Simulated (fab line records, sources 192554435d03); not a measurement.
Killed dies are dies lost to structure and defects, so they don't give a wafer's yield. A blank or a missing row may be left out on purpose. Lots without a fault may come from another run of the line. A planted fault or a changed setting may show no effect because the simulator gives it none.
Chamber matching | flow n5_finfet | N5_BEOL_M9_PECVD_70 on pecvd-03: 3 sister chambers
The step deposits SiO2 from TEOS/O2, target thk 20 nm, time 22.7 s. 3 wafers are shown with their chamber, then 12 later ones without.

WAFERS WITH THEIR CHAMBER
wafer  | chamber | throttle_valve_pct (%)
L090.5 | 2       | 20.8
L092.1 | 0       | 22.5
L092.5 | 1       | 21.1

WAFERS WITHOUT THEIR CHAMBER
wafer  | throttle_valve_pct (%)
L094.2 | 20.8
L094.3 | 22.3
L094.4 | 22.3
L095.4 | 21.0
L095.5 | 22.4
L095.6 | 20.9
L096.1 | 22.5
L096.3 | 20.9
L096.5 | 21.1
L097.2 | 20.8
L097.4 | 21.2
L097.5 | 20.8

WHICH CHAMBER EACH WENT THROUGH
wafer  | from the rows above     | in truth
L094.2 | 2                       | 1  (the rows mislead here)
L094.3 | 0                       | 0
L094.4 | 0                       | 0
L095.4 | can't be placed: 1 or 2 | 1
L095.5 | 0                       | 0
L095.6 | can't be placed: 2 or 1 | 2
L096.1 | 0                       | 0
L096.3 | can't be placed: 2 or 1 | 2
L096.5 | 1                       | 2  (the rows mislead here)
L097.2 | 2                       | 2
L097.4 | 1                       | 1
L097.5 | 2                       | 2
Placed correctly: 7 of 12. Can't be placed from these rows: 3 (the true chamber is among the candidates in 3). Placed wrongly: 2.
How it was worked out, from the rows above alone: a wafer's distance from a chamber is the root of the sum, over the readings, of the square of ((its reading less the chamber's mean) divided by the reading's scatter). The wafer belongs to the nearest chamber; if the next one is less than 2 further off, it can't be placed. A chamber's mean is the mean of its shown wafers. The scatter: with one shown wafer a chamber, the root of the mean of the squares of how far each hidden wafer lies from its nearest shown one.
